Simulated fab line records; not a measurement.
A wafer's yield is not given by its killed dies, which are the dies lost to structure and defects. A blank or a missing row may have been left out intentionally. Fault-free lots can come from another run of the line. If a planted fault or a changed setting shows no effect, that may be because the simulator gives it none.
fab line records -- flow nandHarc -- part 1 of 2: steps 1 to 4 of 6
[record] lots = 24, wafers = 72, lastDay = 33
route steps=1302 shown A_STAIRCASE@836 A_SGD_CUT@903
lots that met no fault: taken from a fault-free run of the same line
startH: the number of hours between the record's first day and the start of the first shown wafer of the lot -- waitH: hours from the lot's prior step to this one -- " the same as in the row above -- L1.1+2: several wafers, shown together as one row -- - no value, or no start given -- * or withheld: withheld -- < > ~ a bound
route shown NAME@n: NAME is a module with steps in the file, n the number in the route of the first one -- usual: average and standard deviation across the fault-free wafers -- same: alike in all rows -- chamber/n: place in a boat -- sites: the reading at each site -- _std_site: standard deviation of those values -- _edge_site: inner sites' mean taken away from outer sites' mean -- radiusMm: how far each site lies from the wafer's centre -- mask NAME#n: copy n -- behind: the last tool/chamber to shape the wafer -- hold: what put the lot on hold/how long, in hours/how the hold closed -- device: which transistor (n, p or np) failed to switch -- end of line: at the end of the route, the tests of the same wafers -- step lacking rows: just its recipe -- killed: dies lost to structure and defects at the first sort, not the wafer's yield -- map: a wafer's dies, x killed, . not, _ none there
set.NAME: the setting as run; set.NAME@STEP: as run at that earlier step -- model.NAME: the simulator's own value behind a step, which no gauge read
a sample of lots followed through the steps of the route, with each step as a table and each wafer as a row
services: the hour from which a tool's chamber was out of use, counted from the record's first day as startH (under 0 if before that day), plus the number of hours and why
[[steps]]
[step NHARC_A_STAIRCASE_STRIP_316]
[recipe] o2FlowSccm = 500, arFlowSccm = 0, biasW = 0, chemistry = O2
[usual] drypumpMotorCurrentA = 5.8/0.35, oesProductAu = 0.999/0.012, rfVppV = 57.8/0.94, showerheadPlenumPTorr = 3.56/0.17, throttleValvePct = 17.036/0.0094
[same] biasW = 0
lot.wafer,tool,chamber,startH,waitH,drypumpMotorCurrentA,oesProductAu,rfHoursCounterH,rfVppV,showerheadPlenumPTorr,throttleValvePct
L074.2,rieDiel-08,1,-,-,5.9,0.998,7,58.3,3.64,17.037
L074.1,rieDiel-08,2,-,-,5.8,1.012,4,58.1,3.66,17.026
L074.5,rieDiel-08,2,-,-,5.8,1.006,-,58.3,3.66,17.047
L076.2,rieDiel-03,3,-,-,5.6,0.969,40,56.4,3.53,17.038
L076.4,rieDiel-03,2,-,-,5.7,0.988,42,57.5,3.27,17.045
L076.5,rieDiel-03,3,-,-,5.6,0.973,-,58.9,3.53,17.038
L075.1,rieDiel-03,3,-,-,5.6,0.982,41,58.2,3.53,17.043
L075.3,rieDiel-03,0,-,-,5.5,0.989,48,58.1,3.71,17.042
L075.6,rieDiel-03,2,-,-,5.7,0.995,-,56.9,3.27,17.032
L077.3,rieDiel-10,3,-,-,5.5,1.003,59,56.3,3.26,17.055
L077.1,rieDiel-10,0,-,-,5.2,1.012,54,58.4,3.45,17.038
L077.5,rieDiel-10,1,-,-,6.0,0.992,-,58.1,3.32,17.044
L078.2,rieDiel-08,1,-,-,5.9,0.991,19,59.1,3.63,17.042
L078.1,rieDiel-08,0,-,-,5.9,0.997,18,57.9,3.67,17.024
L078.5,rieDiel-08,2,-,-,5.7,1.021,-,58.1,3.65,17.027
L080.3,rieDiel-10,3,-,-,5.5,0.998,5,57.6,3.81,17.045
L080.1,rieDiel-10,1,-,-,6.0,1.005,3,58.3,3.32,17.035
L080.5,rieDiel-10,0,-,-,5.2,1.006,-,55.6,3.44,17.018
L079.1,rieDiel-03,1,-,-,6.3,0.984,50,56.8,3.31,17.036
L079.2,rieDiel-03,2,-,-,5.7,0.996,52,57.2,3.27,17.044
L079.5,rieDiel-03,1,-,-,6.3,0.981,-,56.8,3.31,17.041
L081.4,rieDiel-08,2,458.45,-,5.8,1.025,23,58.3,3.65,17.026
L081.3,rieDiel-08,3,458.45,-,6.3,1.011,26,57.9,3.30,17.034
L081.6,rieDiel-08,0,458.45,-,5.9,1.008,-,58.4,3.66,17.026
L082.4,rieDiel-10,0,-,-,5.2,0.987,20,57.4,3.43,17.040
L082.2,rieDiel-10,1,-,-,6.0,0.992,17,56.6,3.31,17.038
L082.6,rieDiel-10,0,-,-,5.3,0.997,-,58.3,3.43,17.033
L083.2,rieDiel-03,2,-,-,5.7,0.995,10,58.2,3.80,17.019
L083.3,rieDiel-03,0,-,-,5.5,1.000,13,58.0,3.70,17.039
L083.1,rieDiel-03,1,-,-,6.3,0.983,3,57.5,3.31,17.026
L086.1,rieDiel-03,0,-,-,5.5,1.006,13,56.8,3.70,17.044
L086.2,rieDiel-03,3,-,-,5.6,0.992,13,58.5,3.51,17.024
L086.5,rieDiel-03,1,-,-,6.3,0.983,-,57.1,3.31,17.030
L085.2,rieDiel-03,2,-,-,5.7,1.002,12,59.1,3.80,17.031
L085.1,rieDiel-03,0,-,-,5.5,1.008,15,59.2,3.70,17.038
L085.6,rieDiel-03,1,-,-,6.3,0.996,-,57.3,3.31,17.048
L084.3,rieDiel-03,3,-,-,5.6,0.997,16,58.4,3.51,17.038
L084.2,rieDiel-03,0,-,-,5.5,0.992,16,57.1,3.70,17.037
L084.6,rieDiel-03,3,-,-,5.6,0.997,-,57.8,3.51,17.032
L087.1,rieDiel-08,3,-,-,6.3,1.006,44,55.7,3.29,17.029
L087.4,rieDiel-08,1,-,-,5.9,0.995,45,59.5,3.62,17.045
L087.6,rieDiel-08,0,-,-,5.9,1.000,-,59.1,3.65,17.032
L088.2,rieDiel-08,0,-,-,5.8,0.991,51,57.1,3.65,17.022
L088.3,rieDiel-08,2,-,-,5.8,1.029,48,57.7,3.63,17.033
L088.5,rieDiel-08,0,-,-,5.9,0.991,-,58.4,3.65,17.033
L091.1,rieDiel-10,0,-,-,5.2,1.004,42,59.1,3.42,17.041
L091.6,rieDiel-10,2,-,-,5.1,0.996,-,56.8,3.51,17.044
L091.5,rieDiel-10,3,-,-,5.5,0.992,-,57.1,3.78,17.006
L089.2,rieDiel-10,3,-,-,5.5,0.994,50,59.9,3.78,17.042
L089.3,rieDiel-10,0,-,-,5.2,1.013,47,57.3,3.42,17.034
L089.5,rieDiel-10,3,-,-,5.5,0.983,-,57.7,3.78,17.037
L090.2,rieDiel-03,1,-,-,6.3,0.982,24,57.2,3.30,17.038
L090.3,rieDiel-03,2,-,-,5.7,1.001,33,57.2,3.79,17.038
L090.5,rieDiel-03,0,-,-,5.5,1.000,-,57.8,3.69,17.051
L092.1,rieDiel-10,1,-,-,6.0,1.003,45,56.8,3.30,17.045
L092.5,rieDiel-10,3,-,-,5.5,0.991,-,58.4,3.78,17.033
L092.6,rieDiel-10,0,-,-,5.3,1.013,-,57.0,3.42,17.027
L093.2,rieDiel-08,1,-,-,5.9,1.004,3,58.3,3.61,17.047
L093.3,rieDiel-08,3,-,-,6.3,1.002,5,58.3,3.81,17.045
L093.1,rieDiel-08,0,-,-,5.9,1.019,4,57.1,3.65,17.055
L094.2,rieDiel-08,0,-,-,5.9,1.007,5,58.5,3.64,17.034
L094.4,rieDiel-08,1,-,-,5.8,0.992,5,57.3,3.61,17.041
L094.5,rieDiel-08,1,-,-,5.9,0.988,-,58.0,3.61,17.037
L096.3,rieDiel-03,3,-,-,5.6,1.002,51,56.8,3.49,17.036
L096.1,rieDiel-03,1,-,-,6.3,0.987,38,56.7,3.29,17.038
L096.6,rieDiel-03,3,-,-,5.6,1.004,-,58.0,3.49,17.030
L095.3,rieDiel-08,3,-,-,6.3,1.025,-,58.6,3.80,17.029
L095.4,rieDiel-08,0,-,-,5.9,1.019,-,57.3,3.64,17.034
L095.6,rieDiel-08,3,-,-,6.3,1.025,-,57.6,3.80,17.026
L097.1,rieDiel-08,2,-,-,5.8,0.998,18,56.6,3.62,17.044
L097.2,rieDiel-08,3,-,-,6.3,0.998,19,59.7,3.80,17.049
L097.6,rieDiel-08,0,-,-,5.9,1.005,-,57.4,3.64,17.037
[step NHARC_A_STAIRCASE_CMP_450]
[recipe] targetThkNm = 200, material = SiO2
[usual] motorCurrentA = 12.0/0.99
lot.wafer,tool,chamber,startH,waitH,motorCurrentA
L074.2,cmp-01,3,435.56,-,12.2
L074.1,cmp-01,1,435.56,-,11.3
L074.5,cmp-01,0,435.56,-,11.3
L076.2,cmp-04,3,451.07,-,11.5
L076.4,cmp-04,1,451.07,-,12.1
L076.5,cmp-04,2,451.07,-,12.0
L075.3,cmp-01,2,451.20,-,12.9
L075.1,cmp-01,3,451.20,-,12.0
L075.6,cmp-01,0,451.20,-,11.1
L077.1,cmp-02,3,455.95,-,11.7
L077.3,cmp-02,0,455.95,-,10.8
L077.5,cmp-02,3,455.95,-,11.6
L078.1,cmp-04,2,472.41,-,11.5
L078.2,cmp-04,0,472.41,-,14.1
L078.5,cmp-04,2,472.41,-,11.2
L079.1,cmp-02,1,486.09,-,12.8
L079.2,cmp-02,0,486.09,-,11.2
L079.5,cmp-02,1,486.09,-,12.6
L080.3,cmp-04,3,486.85,-,11.7
L080.1,cmp-04,0,486.85,-,13.7
L080.5,cmp-04,2,486.85,-,11.6
L081.4,cmp-01,3,504.70,-,12.0
L081.3,cmp-01,1,504.70,-,10.8
L081.6,cmp-01,0,504.70,-,11.3
L082.4,cmp-04,1,528.14,-,12.6
L082.2,cmp-04,2,528.14,-,11.3
L082.6,cmp-04,3,528.14,-,11.2
L083.1,cmp-01,1,543.83,-,11.3
L083.3,cmp-01,3,543.83,-,11.9
L083.2,cmp-01,0,543.83,-,10.9
L085.2,cmp-04,3,543.99,-,12.0
L085.1,cmp-04,2,543.99,-,11.9
L085.6,cmp-04,0,543.99,-,14.1
L086.2,cmp-04,1,544.65,-,12.6
L086.1,cmp-04,3,544.65,-,11.9
L086.5,cmp-04,0,544.65,-,14.6
L084.3,cmp-02,2,549.91,-,10.8
L084.2,cmp-02,0,549.91,-,11.4
L084.6,cmp-02,3,549.91,-,11.5
L087.1,cmp-02,2,560.72,-,11.2
L087.4,cmp-02,3,560.72,-,11.5
L087.6,cmp-02,2,560.72,-,11.0
L088.3,cmp-04,2,580.19,-,11.5
L088.2,cmp-04,1,580.19,-,12.5
L088.5,cmp-04,3,580.19,-,12.7
L091.1,cmp-01,3,593.53,-,12.1
L091.6,cmp-01,2,593.53,-,12.5
L091.5,cmp-01,3,593.53,-,12.9
L090.3,cmp-02,3,604.30,-,11.8
L090.2,cmp-02,1,604.30,-,13.0
L090.5,cmp-02,3,604.30,-,11.7
L089.2,cmp-01,3,604.59,-,13.0
L089.3,cmp-01,1,604.59,-,11.0
L089.5,cmp-01,2,604.59,-,12.4
L092.1,cmp-01,3,608.42,-,11.7
L092.6,cmp-01,2,608.42,-,12.4
L092.5,cmp-01,3,608.42,-,12.6
L093.2,cmp-04,0,625.58,-,13.6
L093.3,cmp-04,1,625.58,-,12.3
L093.1,cmp-04,2,625.58,-,11.3
L094.4,cmp-01,3,632.90,-,12.5
L094.2,cmp-01,0,632.90,-,11.0
L094.5,cmp-01,2,632.90,-,13.1
L096.1,cmp-02,2,649.26,-,10.8
L096.3,cmp-02,0,649.26,-,11.7
L096.6,cmp-02,3,649.26,-,12.0
L095.4,cmp-02,2,650.53,-,10.7
L095.3,cmp-02,3,650.53,-,11.9
L095.6,cmp-02,0,650.53,-,11.3
L097.2,cmp-04,1,663.79,-,12.6
L097.1,cmp-04,0,663.79,-,13.5
L097.6,cmp-04,2,663.79,-,11.9
[step NHARC_A_STAIRCASE_STRIP_475]
[recipe] timeS = 20, o2FlowSccm = 500, arFlowSccm = 0, biasW = 0, chemistry = O2
[usual] drypumpMotorCurrentA = 5.8/0.36, oesProductAu = 1.001/0.011, rfVppV = 57.8/0.91, showerheadPlenumPTorr = 3.56/0.17, throttleValvePct = 17.037/0.0089
[same] biasW = 0
lot.wafer,tool,chamber,startH,waitH,drypumpMotorCurrentA,oesProductAu,rfHoursCounterH,rfVppV,showerheadPlenumPTorr,throttleValvePct
L074.1,rieDiel-10,3,-,-,5.5,0.984,4,58.3,3.81,17.039
L074.2,rieDiel-10,0,-,-,5.2,1.003,3,59.3,3.44,17.044
L074.5,rieDiel-10,2,-,-,5.1,0.994,-,57.2,3.53,17.037
L076.4,rieDiel-08,1,-,-,5.9,0.996,26,58.0,3.63,17.032
L076.2,rieDiel-08,3,-,-,6.3,1.009,24,56.0,3.30,17.059
L076.5,rieDiel-08,1,-,-,5.9,1.001,-,56.8,3.63,17.034
L075.1,rieDiel-08,3,-,-,6.3,1.011,24,56.7,3.30,17.032
L075.3,rieDiel-08,2,-,-,5.8,1.024,22,59.1,3.65,17.048
L075.6,rieDiel-08,3,-,-,6.3,1.001,-,58.0,3.30,17.024
L077.3,rieDiel-10,1,-,-,6.0,0.994,7,57.2,3.32,17.039
L077.1,rieDiel-10,0,-,-,5.2,0.998,11,57.9,3.44,17.042
L077.5,rieDiel-10,1,-,-,6.1,1.003,-,57.4,3.32,17.025
L078.2,rieDiel-08,3,-,-,6.3,1.010,30,55.9,3.30,17.043
L078.1,rieDiel-08,0,-,-,5.9,0.995,34,58.4,3.66,17.024
L078.5,rieDiel-08,1,-,-,5.9,0.995,-,59.6,3.63,17.021
L079.1,rieDiel-10,2,-,-,5.1,0.992,26,56.5,3.52,17.044
L079.2,rieDiel-10,1,-,-,6.0,0.991,22,57.1,3.31,17.037
L079.5,rieDiel-10,3,-,-,5.5,0.994,-,58.3,3.79,17.034
L080.3,rieDiel-08,2,-,-,5.8,1.016,34,58.3,3.64,17.037
L080.1,rieDiel-08,0,-,-,5.8,0.997,39,58.0,3.66,17.020
L080.5,rieDiel-08,2,-,-,5.8,1.018,-,58.0,3.64,17.039
L081.3,rieDiel-10,1,-,-,6.0,1.007,26,57.9,3.31,17.042
L081.4,rieDiel-10,2,-,-,5.1,0.991,29,58.6,3.51,17.035
L081.6,rieDiel-10,0,-,-,5.3,1.001,-,57.1,3.43,17.039
L082.2,rieDiel-08,0,-,-,5.9,0.998,49,57.7,3.65,17.038
L082.4,rieDiel-08,2,-,-,5.7,1.025,46,59.5,3.63,17.019
L082.6,rieDiel-08,1,-,-,5.9,0.987,-,57.7,3.62,17.042
L083.1,rieDiel-08,3,-,-,6.3,1.007,56,57.4,3.28,17.020
L083.3,rieDiel-08,0,-,-,5.8,1.000,57,58.0,3.65,17.025
L083.2,rieDiel-08,2,-,-,5.8,1.034,53,58.6,3.63,17.043
L085.1,rieDiel-03,1,-,-,6.3,0.982,19,56.6,3.30,17.037
L085.2,rieDiel-03,3,-,-,5.6,1.005,33,58.2,3.50,17.038
L085.6,rieDiel-03,1,-,-,6.3,0.987,-,56.4,3.30,17.054
L086.2,rieDiel-08,2,-,-,5.8,1.025,53,57.4,3.63,17.038
L086.1,rieDiel-08,3,-,-,6.3,1.006,56,56.0,3.28,17.044
L086.5,rieDiel-08,0,-,-,5.9,0.998,-,57.7,3.65,17.031
L084.3,rieDiel-10,2,-,-,5.1,0.998,45,58.1,3.50,17.030
L084.2,rieDiel-10,1,-,-,6.0,0.997,42,57.7,3.30,17.027
L084.6,rieDiel-10,3,-,-,5.5,0.999,-,57.4,3.78,17.036
L087.4,rieDiel-03,1,-,-,6.3,0.998,25,57.7,3.29,17.044
L087.1,rieDiel-03,3,-,-,5.6,0.994,37,57.1,3.50,17.035
L087.6,rieDiel-03,2,-,-,5.7,0.998,-,59.6,3.79,17.050
L088.3,rieDiel-08,3,-,-,6.3,1.012,5,57.2,3.81,17.047
L088.2,rieDiel-08,0,-,-,5.9,1.005,4,57.6,3.65,17.049
L088.5,rieDiel-08,3,-,-,6.3,1.018,-,57.9,3.80,17.026
L091.1,rieDiel-08,0,-,-,5.9,0.999,7,57.1,3.64,17.038
L091.5,rieDiel-08,3,-,-,6.3,1.018,-,58.5,3.80,17.033
L091.6,rieDiel-08,0,-,-,5.8,1.006,-,57.8,3.64,17.041
L090.2,rieDiel-03,3,605.65,0.3,5.6,1.000,53,58.1,3.49,17.042
L090.3,rieDiel-03,1,605.65,0.3,6.4,0.991,39,56.4,3.29,17.038
L090.5,rieDiel-03,1,605.65,0.3,6.3,0.983,-,56.5,3.29,17.032
L089.3,rieDiel-03,1,605.94,0.2,6.3,0.994,40,55.3,3.29,17.042
L089.2,rieDiel-03,3,605.94,0.2,5.6,1.010,53,57.4,3.49,17.049
L089.5,rieDiel-03,0,605.94,0.2,5.5,1.005,-,57.4,3.68,17.028
L092.1,rieDiel-03,3,609.57,0.1,5.6,1.007,56,57.3,3.49,17.041
L092.6,rieDiel-03,3,609.57,0.1,5.6,0.993,-,57.2,3.49,17.037
L092.5,rieDiel-03,0,609.57,0.1,5.5,1.012,-,58.3,3.68,17.033
L093.2,rieDiel-03,1,-,-,6.3,0.994,46,56.8,3.28,17.028
L093.3,rieDiel-03,3,-,-,5.6,1.011,61,58.5,3.49,17.029
L093.1,rieDiel-03,0,-,-,5.6,1.010,57,58.7,3.67,17.054
L094.2,rieDiel-03,0,-,-,5.5,1.001,59,57.8,3.67,17.046
L094.4,rieDiel-03,1,-,-,6.3,1.001,48,57.2,3.28,17.036
L094.5,rieDiel-03,0,-,-,5.5,0.992,-,57.6,3.67,17.032
L096.3,rieDiel-10,0,-,-,5.3,1.011,11,56.4,3.40,17.044
L096.1,rieDiel-10,1,-,-,6.0,0.993,19,57.9,3.28,17.043
L096.6,rieDiel-10,0,-,-,5.3,1.006,-,58.1,3.40,17.032
L095.3,rieDiel-08,0,-,-,5.9,1.010,29,57.9,3.63,17.025
L095.4,rieDiel-08,1,-,-,5.9,1.001,30,57.7,3.60,17.036
L095.6,rieDiel-08,3,-,-,6.3,1.024,-,58.6,3.79,17.046
L097.2,rieDiel-03,2,-,-,5.7,0.975,6,58.3,3.77,17.043
L097.1,rieDiel-03,0,-,-,5.6,1.010,5,59.5,3.67,17.051
L097.6,rieDiel-03,2,-,-,5.7,0.988,-,59.1,3.77,17.035
[step NHARC_A_SGD_CUT_INSPECT_11]
[usual] rawDefectCount = 57/27
lot.wafer,tool,chamber,startH,waitH,rawDefectCount
L074.1,defectInspect-02,-,438.38,0.0,111
L074.2,defectInspect-02,-,438.38,0.0,121
L074.5,defectInspect-02,-,438.38,0.0,86
L076.2,defectInspect-01,-,453.83,0.0,58
L076.4,defectInspect-01,-,453.83,0.0,65
L076.5,defectInspect-01,-,453.83,0.0,71
L075.1,defectInspect-02,-,453.86,0.0,106
L075.3,defectInspect-02,-,453.86,0.0,129
L075.6,defectInspect-02,-,453.86,0.0,135
L077.1,defectInspect-01,-,458.63,0.0,63
L077.3,defectInspect-01,-,458.63,0.0,67
L077.5,defectInspect-01,-,458.63,0.0,59
L078.1,defectInspect-02,-,475.12,0.0,54
L078.2,defectInspect-02,-,475.12,0.0,57
L078.5,defectInspect-02,-,475.12,0.0,75
L079.1,defectInspect-02,-,488.68,0.0,90
L079.2,defectInspect-02,-,488.68,0.0,78
L079.5,defectInspect-02,-,488.68,0.0,67
L080.1,defectInspect-01,-,489.53,0.0,66
L080.3,defectInspect-01,-,489.53,0.0,59
L080.5,defectInspect-01,-,489.53,0.0,76
L081.3,defectInspect-01,-,507.41,0.0,87
L081.4,defectInspect-01,-,507.41,0.0,44
L081.6,defectInspect-01,-,507.41,0.0,52
L082.2,defectInspect-02,-,530.96,0.0,32
L082.4,defectInspect-02,-,530.96,0.0,32
L082.6,defectInspect-02,-,530.96,0.0,32
L083.1,defectInspect-01,-,546.46,0.0,80
L083.2,defectInspect-01,-,546.46,0.0,84
L083.3,defectInspect-01,-,546.46,0.0,85
L085.1,defectInspect-02,-,546.69,0.0,67
L085.2,defectInspect-02,-,546.69,0.0,61
L085.6,defectInspect-02,-,546.69,0.0,63
L086.1,defectInspect-02,-,547.34,0.0,20
L086.2,defectInspect-02,-,547.34,0.0,41
L086.5,defectInspect-02,-,547.34,0.0,33
L084.2,defectInspect-01,-,552.64,0.0,62
L084.3,defectInspect-01,-,552.64,0.0,56
L084.6,defectInspect-01,-,552.64,0.0,59
L087.1,defectInspect-02,-,563.41,0.0,11
L087.4,defectInspect-02,-,563.41,0.0,15
L087.6,defectInspect-02,-,563.41,0.0,15
L088.2,defectInspect-02,-,582.90,0.0,45
L088.3,defectInspect-02,-,582.90,0.0,45
L088.5,defectInspect-02,-,582.90,0.0,46
L091.1,defectInspect-02,-,596.22,0.0,51
L091.5,defectInspect-02,-,596.22,0.0,54
L091.6,defectInspect-02,-,596.22,0.0,45
L090.2,defectInspect-02,-,607.36,0.0,65
L090.3,defectInspect-02,-,607.36,0.0,68
L090.5,defectInspect-02,-,607.36,0.0,52
L089.2,defectInspect-02,-,607.57,0.0,53
L089.3,defectInspect-02,-,607.57,0.0,60
L089.5,defectInspect-02,-,607.57,0.0,45
L092.1,defectInspect-02,-,611.21,0.0,71
L092.5,defectInspect-02,-,611.21,0.0,52
L092.6,defectInspect-02,-,611.21,0.0,48
L093.1,defectInspect-01,-,628.15,0.0,38
L093.2,defectInspect-01,-,628.15,0.0,28
L093.3,defectInspect-01,-,628.15,0.0,19
L094.2,defectInspect-02,-,635.49,0.0,72
L094.4,defectInspect-02,-,635.49,0.0,67
L094.5,defectInspect-02,-,635.49,0.0,66
L096.1,defectInspect-01,-,651.97,0.0,88
L096.3,defectInspect-01,-,651.97,0.0,85
L096.6,defectInspect-01,-,651.97,0.0,91
L095.3,defectInspect-01,-,653.07,0.0,10
L095.4,defectInspect-01,-,653.07,0.0,10
L095.6,defectInspect-01,-,653.07,0.0,12
L097.1,defectInspect-02,-,666.49,0.0,11
L097.2,defectInspect-02,-,666.49,0.0,20
L097.6,defectInspect-02,-,666.49,0.0,12
